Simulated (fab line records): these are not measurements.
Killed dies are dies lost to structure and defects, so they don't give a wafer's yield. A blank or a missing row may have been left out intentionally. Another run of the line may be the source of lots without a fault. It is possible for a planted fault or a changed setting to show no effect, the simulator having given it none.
Matching of chambers ; flow n5 finfet ; pecvd-03 running N5_BEOL_M9_DEP_56: 3 sister chambers
The step deposits SiCN from 3MS/NH3, target thk 15 nm, time 26.5 s. 16 wafers are shown with their chamber, then 8 later ones without.

WAFERS, EACH WITH ITS CHAMBER
wafer;chamber;showerhead plenum p Torr (Torr);throttle valve pct (%)
L075.2;0;3.683;9.1
L075.5;2;3.668;8.6
L075.6;1;3.675;8.2
L080.2;1;3.673;8.1
L080.4;0;3.686;8.5
L080.5;2;3.658;8.4
L084.1;0;3.687;8.8
L084.2;1;3.668;8.1
L084.5;0;3.693;8.7
L088.1;0;3.680;8.8
L088.4;0;3.692;9.1
L088.5;2;3.668;8.6
L090.2;1;3.677;8.4
L090.3;2;3.663;8.5
L090.6;1;3.667;8.4
L091.1;2;3.677;8.7

SIGNATURES (averages over the wafers above)
reading;chamber 0;chamber 1;chamber 2;scatter within a chamber
showerhead plenum p Torr;3.68683;3.67200;3.66680;0.00556
throttle valve pct;8.833;8.240;8.560;0.179
Rule: distance of a wafer from a chamber = root of the sum over the readings of ((wafer's reading minus chamber's mean) / reading's scatter) squared. The wafer belongs to the nearest chamber; if the next one is less than 2 further off, it can't be placed. How the scatter is found: for the shown wafers, subtract from each reading the mean of its chamber, square and add these, divide the total by (wafers less chambers), then take the root.

WAFERS WHOSE CHAMBER IS MISSING
wafer;showerhead plenum p Torr (Torr);throttle valve pct (%)
L091.3;3.689;9.1
L091.6;3.667;8.7
L095.1;3.665;8.3
L095.3;3.662;8.6
L095.6;3.670;8.6
L096.2;3.684;9.0
L096.3;3.679;8.1
L096.5;3.688;8.3

EACH ONE'S CHAMBER
wafer;from the rows above;in truth
L091.3;0;0
L091.6;can't be placed: 2 or 1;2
L095.1;can't be placed: 1 or 2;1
L095.3;can't be placed: 2 or 1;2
L095.6;can't be placed: 2 or 1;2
L096.2;0;0
L096.3;can't be placed: 1 or 2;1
L096.5;can't be placed: 1 or 0 or 2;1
Correct placement for 2 of the 8. Can't be placed from these rows: 6 (the true chamber is among the candidates in 6). 0 placed wrongly.
